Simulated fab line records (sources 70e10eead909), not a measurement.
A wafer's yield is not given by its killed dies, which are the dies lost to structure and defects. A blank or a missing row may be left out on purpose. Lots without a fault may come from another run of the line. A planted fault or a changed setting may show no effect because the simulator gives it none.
fab line records	flow nand_harc
record: lots: 6	wafers: 18	last_day: 33
route steps=1302 shown P_BONDPAD@360
lots that met no fault: from a run of the same line without faults
start_h: the number of hours between the record's first day and the start of the first shown wafer of the lot	wait_h: hours elapsed since this lot's preceding step	" unchanged from the row above	L1.1+2: one row covering several wafers at once	- either no value or no given start	* or withheld: withheld	< > ~ a bound
route shown NAME@n: NAME is a module with steps in the file, n the number in the route of the first one	usual: mean and standard deviation over wafers with no fault	same: alike in all rows	chamber/n: place in a boat	sites: readings site by site	_std_site: the values' standard deviation	_edge_site: outer sites' mean less inner sites'	radius_mm: for every site, how far away it sits from the centre of the wafer	mask NAME#n: copy n	behind: the most recent tool/chamber to have shaped the wafer	hold: what put the lot on hold/how long, in hours/how the hold closed	device: names the non-switching transistor (n, p or np)	end of line: tests run on the same wafers once the route is complete	where a step has no rows: the recipe by itself	killed: not the wafer's yield, but the dies lost to structure and defects at the first sort	map: dies across one wafer; x = killed, . = not, _ = none there
set.NAME: setting as actually run; set.NAME@STEP: the setting as run at that earlier step	model.NAME: the simulator's own value behind a step, which no gauge read
lots seen at some steps along the route; tables by step, rows by wafer
services: the hour from which a tool's chamber was out of use, counted from the record's first day as start_h (under 0 if before that day), plus the number of hours and why
== steps ==
step: NHARC_P_BONDPAD_EBR_05
step: NHARC_P_BONDPAD_EXPOSE_06
recipe: na: 0.55	dose_mj: 37.06	mask_id: P_BPAD
step: NHARC_P_BONDPAD_PEB_07
recipe: peb_temp_c: 128	peb_time_s: 80
step: NHARC_P_BONDPAD_DEVELOP_08
recipe: time_s: 50	dev_temp_c: 22
step: NHARC_P_BONDPAD_CD_MEAS_09
recipe: target_cd_nm: 500	landing_energy_ev: 500
usual: cd_nm: 498.4/1.6
lot.wafer	tool	chamber	start_h	wait_h	cd_nm
L868.2	cd_sem-03	0	140.94	-	496.6
L868.3	"	0	"	"	497.3
L868.5	"	0	"	"	495.9
L870.4	cd_sem-02	0	164.80	-	499.4
L870.5	"	0	"	"	498.7
L870.6	"	0	"	"	497.4
L877.2	cd_sem-02	0	230.74	-	500.6
L877.3	"	0	"	"	497.6
L877.5	"	0	"	"	498.0
L878.3	cd_sem-03	0	249.66	-	497.8
L878.4	"	0	"	"	499.7
L878.6	"	0	"	"	499.2
L889.2	cd_sem-02	0	348.38	-	499.5
L889.3	"	0	"	"	496.2
L889.5	"	0	"	"	497.0
L890.1	cd_sem-03	0	361.17	-	497.8
L890.2	"	0	"	"	498.9
L890.5	"	0	"	"	497.9
step: NHARC_P_BONDPAD_OVL_MEAS_38
usual: overlay_x_nm: 0/5.5	overlay_y_nm: 0/5.8
lot.wafer	tool	chamber	start_h	wait_h	overlay_x_nm	overlay_y_nm
L868.2	overlay-01	-	141.03	-	-7	-2
L868.3	"	-	"	"	-7	-3
L868.5	"	-	"	"	-6	-3
L870.4	overlay-02	-	164.88	-	1	1
L870.5	"	-	"	"	1	0
L870.6	"	-	"	"	2	0
L877.2	overlay-01	-	230.82	-	0	2
L877.3	"	-	"	"	-1	3
L877.5	"	-	"	"	-1	2
L878.3	overlay-02	-	249.75	-	9	1
L878.4	"	-	"	"	9	1
L878.6	"	-	"	"	9	1
L889.2	overlay-01	-	348.47	-	-2	6
L889.3	"	-	"	"	-2	7
L889.5	"	-	"	"	-2	7
L890.1	overlay-02	-	361.26	-	-5	5
L890.2	"	-	"	"	-5	6
L890.5	"	-	"	"	-4	6
step: NHARC_P_BONDPAD_HARDBAKE_10
recipe: temp_c: 118	time_s: 65
step: NHARC_P_BONDPAD_DESCUM_11
recipe: time_s: 3	o2_flow_sccm: 200	ar_flow_sccm: 0	bias_power_w: 0	chemistry: O2
usual: drypump_motor_current_A: 5.4/0.42	oes_product_au: 1.002/0.011	rf_vpp_V: 57.7/0.74	showerhead_plenum_p_Torr: 1.91/0.069	throttle_valve_pct: 11.312/0.0082
lot.wafer	tool	chamber	start_h	wait_h	drypump_motor_current_A	oes_product_au	rf_hours_counter_h	rf_vpp_V	showerhead_plenum_p_Torr	throttle_valve_pct
L868.3	rie_diel-12	1	141.15	-	5.5	1.017	1	57.1	1.82	11.304
L868.2	"	3	"	"	5.4	1.013	1	56.6	1.93	11.309
L868.5	"	2	"	"	4.9	1.010	-	57.1	1.98	11.314
L870.4	rie_diel-12	3	165.00	-	5.4	1.002	2	57.5	1.93	11.306
L870.5	"	3	"	"	5.4	1.008	-	58.3	1.93	11.294
L870.6	"	0	"	"	5.5	1.018	-	57.7	1.94	11.302
L877.2	rie_diel-04	0	230.95	-	5.3	1.009	2	57.0	1.78	11.312
L877.3	"	2	"	"	5.0	0.992	2	58.2	1.97	11.309
L877.5	"	0	"	"	5.4	1.015	-	57.2	1.78	11.311
L878.3	rie_diel-12	1	249.89	-	5.6	1.008	4	56.8	1.82	11.313
L878.6	"	2	"	"	4.8	1.006	-	57.1	1.98	11.314
L878.4	"	1	"	"	5.5	1.005	-	57.4	1.82	11.311
L889.2	rie_diel-02	1	348.60	-	6.0	1.003	4	58.7	1.99	11.304
L889.3	"	2	"	"	6.3	1.011	8	57.6	1.92	11.320
L889.5	"	0	"	"	5.6	0.996	-	57.4	1.98	11.313
L890.2	rie_diel-02	2	361.38	-	6.3	0.998	10	55.8	1.92	11.329
L890.1	"	0	"	"	5.6	0.998	10	57.6	1.98	11.320
L890.5	"	2	"	"	6.3	0.993	-	58.8	1.92	11.296
step: NHARC_P_BONDPAD_ETCH_37
recipe: target_depth_a: 600	overetch_a: 180	time_s: 65.91	ion_energy_ev: 200	n2_flow_sccm: 150	h2_flow_sccm: 150	ar_flow_sccm: 0	rf_w: 400	bias_w: 150	chemistry: N2/H2
usual: drypump_motor_current_A: 5.4/0.42	oes_product_au: 1.002/0.0094	rf_vpp_V: 430.6/2.1	run_length_s: 87.1/0.39	showerhead_plenum_p_Torr: 2.04/0.073	throttle_valve_pct: 14.171/0.0089
lot.wafer	tool	chamber	start_h	wait_h	drypump_motor_current_A	oes_product_au	rf_hours_counter_h	rf_vpp_V	run_length_s	showerhead_plenum_p_Torr	throttle_valve_pct
L868.3	rie_diel-12	3	141.24	0.1	5.4	1.011	1	431.0	87.2	2.06	14.169
L868.2	"	0	"	"	5.5	0.997	1	433.2	87.3	2.07	14.156
L868.5	"	2	"	"	4.9	1.005	-	431.6	87.7	2.11	14.180
L870.4	rie_diel-12	2	165.09	0.1	4.8	1.010	2	431.4	87.7	2.11	14.154
L870.5	"	2	"	"	4.8	1.011	-	432.4	87.8	2.11	14.170
L870.6	"	3	"	"	5.4	0.996	-	431.9	86.7	2.06	14.170
L877.2	rie_diel-04	2	231.03	0.1	5.0	0.997	2	432.5	86.8	2.10	14.166
L877.3	"	0	"	"	5.4	1.009	2	427.1	86.9	1.89	14.155
L877.5	"	3	"	"	5.5	0.995	-	429.4	87.3	2.01	14.169
L878.3	rie_diel-12	1	249.97	0.1	5.5	1.001	4	428.6	87.0	1.94	14.184
L878.6	"	1	"	"	5.5	1.010	-	429.1	87.0	1.94	14.169
L878.4	"	0	"	"	5.6	1.013	-	431.5	86.8	2.07	14.167
L889.3	rie_diel-02	3	348.68	0.1	5.0	0.999	8	430.9	87.3	2.04	14.174
L889.2	"	2	"	"	6.4	1.008	8	430.2	87.1	2.04	14.172
L889.5	"	3	"	"	5.0	0.992	-	431.5	87.7	2.04	14.173
L890.1	rie_diel-02	2	361.49	0.1	6.4	1.000	10	430.2	87.0	2.04	14.163
L890.2	"	0	"	"	5.6	0.996	10	434.0	86.9	2.11	14.178
L890.5	"	0	"	"	5.7	0.988	-	432.0	86.9	2.11	14.160
step: NHARC_P_BONDPAD_ETCH_12
recipe: target_depth_a: 2000	time_s: 100	chf3_flow_sccm: 50	o2_flow_sccm: 10	ar_flow_sccm: 200	rf_w: 500	bias_w: 200	chemistry: CHF3/O2
usual: drypump_motor_current_A: 5.4/0.42	oes_product_au: 0.941/0.023	rf_vpp_V: 370.5/1.9	run_length_s: 121.3/0.38	showerhead_plenum_p_Torr: 2.40/0.081	throttle_valve_pct: 20.572/0.0089
lot.wafer	tool	chamber	start_h	wait_h	drypump_motor_current_A	oes_product_au	rf_hours_counter_h	rf_vpp_V	run_length_s	showerhead_plenum_p_Torr	throttle_valve_pct
L868.2	rie_diel-12	3	-	-	5.4	0.935	2	369.8	120.8	2.42	20.555
L868.3	"	0	"	"	5.5	0.923	1	371.0	121.0	2.44	20.572
L868.5	"	2	"	"	4.8	0.934	-	374.2	121.9	2.48	20.585
L870.4	rie_diel-12	2	-	-	4.8	0.936	2	372.2	121.7	2.48	20.576
L870.5	"	1	"	"	5.6	0.929	-	367.9	121.2	2.29	20.558
L870.6	"	2	"	"	4.9	0.924	-	373.1	122.1	2.48	20.578
L877.3	rie_diel-04	1	-	-	4.9	0.951	2	368.2	121.1	2.30	20.569
L877.2	"	3	"	"	5.4	0.970	2	369.8	121.5	2.37	20.569
L877.5	"	1	"	"	4.8	0.955	-	367.8	121.7	2.30	20.555
L878.3	rie_diel-12	0	-	-	5.5	0.938	4	370.2	121.7	2.44	20.554
L878.4	"	1	"	"	5.5	0.927	-	368.5	121.1	2.29	20.564
L878.6	"	2	"	"	4.9	0.932	-	371.7	121.7	2.48	20.579
L889.3	rie_diel-02	2	-	-	6.4	0.931	8	370.8	121.2	2.41	20.568
L889.2	"	0	"	"	5.6	0.926	8	372.1	121.1	2.48	20.572
L889.5	"	3	"	"	5.0	0.918	-	370.5	121.7	2.40	20.590
L890.2	rie_diel-02	2	-	-	6.4	0.918	10	371.9	121.0	2.41	20.563
L890.1	"	0	"	"	5.7	0.918	10	372.8	121.2	2.48	20.562
L890.5	"	2	"	"	6.4	0.927	-	370.3	121.5	2.41	20.573
step: NHARC_P_BONDPAD_CD_MEAS_13
usual: cd_nm: 497.9/1.8
lot.wafer	tool	chamber	start_h	wait_h	cd_nm
L868.2	cd_sem-01	-	141.47	-	497.0
L868.3	"	-	"	"	496.6
L868.5	"	-	"	"	494.3
L870.4	cd_sem-02	-	165.33	-	498.4
L870.5	"	-	"	"	497.8
L870.6	"	-	"	"	495.7
L877.2	cd_sem-03	-	231.26	-	499.3
L877.3	"	-	"	"	496.8
L877.5	"	-	"	"	497.9
L878.3	cd_sem-03	-	250.24	-	496.7
L878.4	"	-	"	"	498.3
L878.6	"	-	"	"	498.9
L889.2	cd_sem-01	-	348.91	-	500.7
L889.3	"	-	"	"	496.8
L889.5	"	-	"	"	496.5
L890.1	cd_sem-03	-	361.74	-	498.1
L890.2	"	-	"	"	498.3
L890.5	"	-	"	"	496.6
step: NHARC_P_BONDPAD_STRIP_15
recipe: o2_flow_sccm: 500	ar_flow_sccm: 0	bias_w: 0	chemistry: O2
usual: drypump_motor_current_A: 5.3/0.37	oes_product_au: 1.002/0.0089	rf_vpp_V: 57.8/0.84	showerhead_plenum_p_Torr: 3.51/0.12	throttle_valve_pct: 17.036/0.0089
lot.wafer	tool	chamber	start_h	wait_h	drypump_motor_current_A	oes_product_au	rf_hours_counter_h	rf_vpp_V	showerhead_plenum_p_Torr	throttle_valve_pct
L868.3	rie_diel-04	3	141.54	0.1	5.5	1.001	6.5	57.5	3.49	17.053
L868.2	"	0	"	"	5.3	1.011	6.4	59.1	3.30	17.037
L868.5	"	3	"	"	5.5	1.000	-	57.5	3.49	17.047
L870.4	rie_diel-04	1	165.39	0.1	4.9	0.996	7.3	57.5	3.39	17.037
L870.6	"	1	"	"	4.9	0.996	-	58.5	3.39	17.031
L870.5	"	2	"	"	5.0	1.006	-	57.9	3.63	17.024
L877.3	rie_diel-12	2	231.34	0.1	4.9	1.007	3.8	56.3	3.64	17.025
L877.2	"	0	"	"	5.5	1.012	4.0	58.7	3.58	17.039
L877.5	"	2	"	"	4.9	1.015	-	59.0	3.64	17.042
L878.4	rie_diel-04	0	250.31	0.1	5.4	1.004	2.5	56.5	3.29	17.036
L878.3	"	1	"	"	4.9	0.992	2.6	58.4	3.39	17.038
L878.6	"	1	"	"	4.9	0.989	-	57.3	3.39	17.032
L889.2	rie_diel-12	2	348.98	0.1	4.8	1.007	1.0	57.7	3.64	17.044
L889.3	"	0	"	"	5.5	1.004	1.0	57.1	3.58	17.034
L889.5	"	1	"	"	5.5	1.002	-	57.8	3.37	17.051
L890.2	rie_diel-12	0	361.84	0.1	5.6	1.011	1.3	58.0	3.58	17.022
L890.1	"	1	"	"	5.6	1.005	1.6	57.5	3.37	17.051
L890.5	"	2	"	"	4.9	1.008	-	57.4	3.64	17.035
step: NHARC_P_BONDPAD_ETCH_24
recipe: target_depth_a: 300	over_etch_frac: 0.3	time_s: 72.99	ion_energy_ev: 150	cf4_flow_sccm: 50	n2_flow_sccm: 100	ar_flow_sccm: 150	rf_w: 300	bias_w: 100	chemistry: CF4/N2
usual: drypump_motor_current_A: 5.3/0.35	oes_product_au: 1.003/0.011	rf_vpp_V: 313.9/1.8	run_length_s: 94.3/0.37	showerhead_plenum_p_Torr: 2.61/0.092	throttle_valve_pct: 19.794/0.0096
lot.wafer	tool	chamber	start_h	wait_h	drypump_motor_current_A	oes_product_au	rf_hours_counter_h	rf_vpp_V	run_length_s	showerhead_plenum_p_Torr	throttle_valve_pct
L868.2	rie_diel-04	0	141.70	-	5.4	1.015	6.4	310.9	94.1	2.45	19.786
L868.3	"	2	"	"	5.0	1.007	6.4	315.7	93.7	2.70	19.786
L868.5	"	0	"	"	5.3	1.020	-	310.9	94.4	2.45	19.799
L870.4	rie_diel-04	3	165.55	-	5.5	0.995	7.0	314.3	94.4	2.60	19.803
L870.5	"	2	"	"	5.0	0.990	-	316.5	94.1	2.70	19.790
L870.6	"	3	"	"	5.5	0.993	-	313.0	94.8	2.60	19.797
L877.3	rie_diel-12	0	231.49	-	5.5	1.014	4.0	314.2	93.9	2.66	19.778
L877.2	"	1	"	"	5.6	1.015	3.4	310.1	94.3	2.50	19.787
L877.5	"	0	"	"	5.5	1.004	-	315.7	94.0	2.66	19.795
L878.4	rie_diel-04	0	250.46	-	5.4	1.008	2.5	312.5	94.3	2.45	19.785
L878.3	"	2	"	"	5.1	0.986	2.5	316.6	93.7	2.70	19.796
L878.6	"	3	"	"	5.5	0.997	-	313.8	94.6	2.60	19.785
L889.3	rie_diel-12	2	349.16	0.1	4.8	1.017	1.0	316.0	95.2	2.71	19.774
L889.2	"	0	"	"	5.5	1.022	1.1	314.9	73.5	2.66	19.810
L889.5	"	1	"	"	5.5	0.998	-	311.9	94.1	2.50	19.799
L890.2	rie_diel-12	2	362.01	0.1	4.8	1.010	1.6	315.4	94.7	2.71	19.790
L890.1	"	0	"	"	5.6	1.011	1.3	315.8	73.8	2.66	19.802
L890.5	"	0	"	"	5.6	1.007	-	314.5	73.6	2.66	19.782
step: NHARC_P_BONDPAD_STRIP_16
recipe: time_s: 600	temp_c: 30	chemistry: post_etch_residue_remover
== services ==
tool	chamber	start_h	hours	kind
rie_diel-02	-	120.46	0.6	repair
rie_diel-12	0	124.90	-	clean
rie_diel-12	1	124.90	-	clean
rie_diel-12	2	124.90	-	clean
rie_diel-12	3	124.90	-	clean
rie_diel-02	0	129.75	7.2	repair
rie_diel-02	1	133.44	132.0	repair
rie_diel-12	0	149.40	-	clean
rie_diel-12	1	149.40	-	clean
rie_diel-04	-	177.90	9.0	pm
rie_diel-02	2	184.02	8.7	repair
rie_diel-02	2	192.92	4.6	repair
rie_diel-02	-	216.70	9.0	pm
rie_diel-12	3	241.75	8.4	repair
rie_diel-12	0	251.50	11.3	repair
rie_diel-02	0	260.44	6.3	repair
rie_diel-12	-	268.40	9.0	pm
rie_diel-12	3	290.72	2.9	repair
rie_diel-12	-	309.55	4.9	repair
rie_diel-12	2	338.84	8.1	repair
rie_diel-04	0	346.52	5.1	repair
rie_diel-12	3	347.60	18.2	repair
rie_diel-04	-	354.90	9.0	pm
rie_diel-02	3	359.73	1.9	repair
== key ==
first_sign: step: NHARC_P_BONDPAD_ETCH_24	reading: run_length_s	direction: down	sigmas: 56	usual: *	struck: *
effect none on later readings
met_at NHARC_P_BONDPAD_ETCH_24
struck_wafers L889.2,L890.1,L890.5
later_rows_left_out L889.2,L890.1,L890.5
sort_left_out L889.2,L890.1,L890.5
onset_between 231.49 349.16
fault: kind: process_parameter_drift	tool: rie_diel-12	chamber: 0	onset_h: 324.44	steps: NHARC_P_BONDPAD_ETCH_24	channel: time_s	offset: *	shape: step	end_h: 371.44	acts_in: *	stated: *
sort_left_out: the simulated sort isn't trusted on such a fault, so these wafers' sort isn't shown, and their yield isn't known
later_rows_left_out: the simulator's readings of these wafers behind a module that went badly wrong aren't trusted and aren't shown, but for the sort
